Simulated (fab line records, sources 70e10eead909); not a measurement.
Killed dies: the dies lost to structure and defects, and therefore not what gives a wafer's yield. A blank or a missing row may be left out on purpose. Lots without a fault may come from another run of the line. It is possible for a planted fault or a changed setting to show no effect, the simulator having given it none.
Chamber matching	flow nand harc	NHARC_A_CHANNEL_HOLE_D1_DEP_01 on pecvd-01 has 3 sister chambers
The step deposits SiON, target thk 140 nm. 18 wafers are shown with their chamber, then 9 later ones without.

WAFERS, EACH WITH ITS CHAMBER
wafer	chamber	heater power w (W)
L078.2	1	713
L078.5	1	715
L078.6	2	551
L079.1	0	747
L079.5	1	756
L079.6	2	544
L080.3	1	833
L080.4	1	823
L080.6	2	539
L084.3	1	842
L084.4	1	839
L084.5	0	792
L085.2	0	658
L085.4	1	842
L085.6	2	540
L090.1	2	491
L090.3	1	828
L090.4	2	492

SIGNATURES (means of the wafers above)
reading	chamber 0	chamber 1	chamber 2	scatter within a chamber
heater power w	732.33	799.00	526.17	49.8
Rule: for each reading, subtract the chamber's mean from the wafer's reading, divide by that reading's scatter and square the result; add these up over the readings and take the root, which gives the wafer's distance from the chamber. The wafer belongs to the nearest chamber; if the next one is less than 2 further off, it can't be placed. The scatter is the square root of a quotient: the sum, over the shown wafers, of each reading's squared deviation from its chamber's mean, divided by wafers minus chambers.

WAFERS WITH NO CHAMBER GIVEN
wafer	heater power w (W)
L095.1	787
L095.4	800
L095.5	785
L096.2	479
L096.3	812
L096.4	824
L097.1	556
L097.3	676
L097.6	556

WHICH CHAMBER EACH WENT THROUGH
wafer	from the rows above	in truth
L095.1	can't be placed: 1 or 0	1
L095.4	can't be placed: 1 or 0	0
L095.5	can't be placed: 1 or 0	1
L096.2	2	2
L096.3	can't be placed: 1 or 0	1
L096.4	can't be placed: 1 or 0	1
L097.1	2	2
L097.3	can't be placed: 0 or 1 or 2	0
L097.6	2	2
Placed correctly: 3 of 9. Unplaceable from these rows: 6, with the true chamber sitting among the candidates in 6. Wrongly placed: 0.
